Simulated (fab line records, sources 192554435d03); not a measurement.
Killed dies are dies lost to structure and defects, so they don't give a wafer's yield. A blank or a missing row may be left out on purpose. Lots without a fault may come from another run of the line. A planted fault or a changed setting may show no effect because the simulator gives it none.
Chamber matching | flow n5_finfet | N5_BEOL_M0_SAQP_ETCH_84 on rie_diel-02: 4 sister chambers
The step etches SOC in N2/H2, target depth 100 nm, overetch 20 nm, time 150 s. 20 wafers are shown with their chamber, then 10 later ones without.

WAFERS WITH THEIR CHAMBER
wafer  | chamber | drypump_motor_current_A (A) | showerhead_plenum_p_Torr (Torr) | throttle_valve_pct (%)
L074.1 | 1       | 5.4                         | 2.59                            | 17.44
L074.2 | 3       | 6.6                         | 2.72                            | 17.65
L074.3 | 2       | 6.6                         | 2.62                            | 17.45
L074.4 | 0       | 5.1                         | 2.52                            | 18.14
L074.5 | 1       | 5.4                         | 2.59                            | 17.44
L074.6 | 0       | 5.1                         | 2.52                            | 18.14
L076.2 | 1       | 5.4                         | 2.59                            | 17.43
L076.3 | 3       | 6.6                         | 2.72                            | 17.67
L076.6 | 0       | 5.1                         | 2.52                            | 18.15
L079.1 | 0       | 5.1                         | 2.52                            | 18.14
L079.3 | 1       | 5.4                         | 2.58                            | 17.44
L079.5 | 2       | 6.6                         | 2.61                            | 17.50
L081.1 | 3       | 6.6                         | 2.72                            | 17.66
L081.3 | 2       | 6.6                         | 2.61                            | 17.48
L081.6 | 3       | 6.5                         | 2.72                            | 17.68
L082.2 | 3       | 6.5                         | 2.72                            | 17.67
L082.3 | 2       | 6.6                         | 2.61                            | 17.48
L082.6 | 2       | 6.6                         | 2.61                            | 17.49
L086.1 | 2       | 6.6                         | 2.61                            | 17.51
L086.2 | 0       | 5.1                         | 2.51                            | 18.18

SIGNATURES (means of the wafers above)
reading                  | chamber 0 | chamber 1 | chamber 2 | chamber 3 | scatter within a chamber
drypump_motor_current_A  | 5.100     | 5.400     | 6.600     | 6.560     | 0.0274
showerhead_plenum_p_Torr | 2.5180    | 2.5875    | 2.6117    | 2.7200    | 0.00386
throttle_valve_pct       | 18.1500   | 17.4375   | 17.4850   | 17.6660   | 0.0157
Rule: a wafer's distance from a chamber is the root of the sum, over the readings, of the square of ((its reading less the chamber's mean) divided by the reading's scatter). The wafer belongs to the nearest chamber; if the next one is less than 2 further off, it can't be placed. The scatter: the root of (the sum of the squares of (reading less its chamber's mean) over the shown wafers, divided by (wafers less chambers)).

WAFERS WITHOUT THEIR CHAMBER
wafer  | drypump_motor_current_A (A) | showerhead_plenum_p_Torr (Torr) | throttle_valve_pct (%)
L086.5 | 6.6                         | 2.71                            | 17.69
L091.4 | 6.6                         | 2.61                            | 17.53
L091.5 | 5.1                         | 2.51                            | 18.20
L091.6 | 6.6                         | 2.71                            | 17.69
L092.1 | 6.6                         | 2.71                            | 17.72
L092.2 | 5.1                         | 2.51                            | 18.19
L092.4 | 5.4                         | 2.57                            | 17.50
L094.1 | 6.6                         | 2.60                            | 17.53
L094.3 | 5.4                         | 2.57                            | 17.51
L094.6 | 6.6                         | 2.60                            | 17.54

WHICH CHAMBER EACH WENT THROUGH
wafer  | from the rows above | in truth
L086.5 | 3                   | 3
L091.4 | 2                   | 2
L091.5 | 0                   | 0
L091.6 | 3                   | 3
L092.1 | 3                   | 3
L092.2 | 0                   | 0
L092.4 | 1                   | 1
L094.1 | 2                   | 2
L094.3 | 1                   | 1
L094.6 | 2                   | 2
Placed correctly: 10 of 10. Can't be placed from these rows: 0. Placed wrongly: 0.
